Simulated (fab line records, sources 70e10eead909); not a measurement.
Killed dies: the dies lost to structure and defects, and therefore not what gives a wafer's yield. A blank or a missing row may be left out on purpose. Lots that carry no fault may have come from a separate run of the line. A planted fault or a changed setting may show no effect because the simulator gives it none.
Which tool was responsible? | flow nandHarc | 6 lots, 18 wafers sampled, at 5 steps of a route of 1302

## WHAT EACH GAUGE READ, for each wafer
NHARC_END_SORT_01.
lot | measured | on | killedAtArray

## WHICH TOOL RAN EACH LOT (tool, then ch and the chambers of the sampled wafers, then the start)
lot  | NHARC_A_STAIRCASE_DEP_322       | NHARC_A_STAIRCASE_STRIP_475                  | NHARC_A_STAIRCASE_CMP_472     | NHARC_A_SGD_CUT_DEP_00
L812 | pecvd-01 ch 0,2, day 19 08:58   | rieDiel-03 ch 0,2, day 20 12:19 or earlier   | cmp-02 ch 1,2, day 20 12:19   | pecvd-02 ch 1,2, day 20 12:44
L817 | pecvd-02 ch 0,1, day 21 05:05   | rieDiel-03 ch 0,1,3, day 22 04:22 or earlier | cmp-03 ch 0,1,3, day 22 04:22 | pecvd-02 ch 0,1,2, day 22 04:47
L822 | pecvd-01 ch 1,2, day 23 11:59   | rieDiel-02 ch 1,2, day 24 14:16 or earlier   | cmp-02 ch 0,2,3, day 24 14:16 | pecvd-03 ch 0,2, day 24 14:41
L826 | pecvd-01 ch 0,1,2, day 25 04:20 | rieDiel-05 ch 0,1,3, day 26 09:22 or earlier | cmp-03 ch 1,2,3, day 26 09:22 | pecvd-02 ch 0,1, day 26 09:47
L828 | pecvd-01 ch 0,2, day 26 05:11   | rieDiel-02 ch 0,1,2, day 27 05:32 or earlier | cmp-03 ch 0,1,2, day 27 05:32 | pecvd-01 ch 0,1,2, day 27 05:58
L831 | pecvd-02 ch 0,2, day 27 02:00   | rieDiel-05 ch 1,2,3, day 27 23:55 or earlier | cmp-02 ch 2,3, day 27 23:55   | pecvd-02 ch 0,1,2, day 28 00:20
- NHARC_A_STAIRCASE_DEP_322: deposits SiO2, target thk 7200 nm.
- NHARC_A_STAIRCASE_STRIP_475: strips in O2, time 20 s.
- NHARC_A_STAIRCASE_CMP_472: polishes SiO2.
- NHARC_A_SGD_CUT_DEP_00: deposits SiNx, target thk 50 nm.

## THE ANSWER, worked out from the rows above alone
Rule: usual is defined by the lots themselves. Put in order of their means at a reading, lots are off if they are a third of the lots or fewer, leave a main group of 4 or more, and stand apart from it by a gap of 3 or more times the standard deviation of the main group's means; of several such gaps the widest counts. If all means in a main group match to the digits the tables above print for the reading, that group is not used. Also off: a lot with no number at a reading for which 4 or more lots have one. Where the step has rows for the other lots, those lots are counted as sound.
None of the lots is off at any reading shown; this tells nothing.

## WHAT THE SIMULATOR HAD PUT IN
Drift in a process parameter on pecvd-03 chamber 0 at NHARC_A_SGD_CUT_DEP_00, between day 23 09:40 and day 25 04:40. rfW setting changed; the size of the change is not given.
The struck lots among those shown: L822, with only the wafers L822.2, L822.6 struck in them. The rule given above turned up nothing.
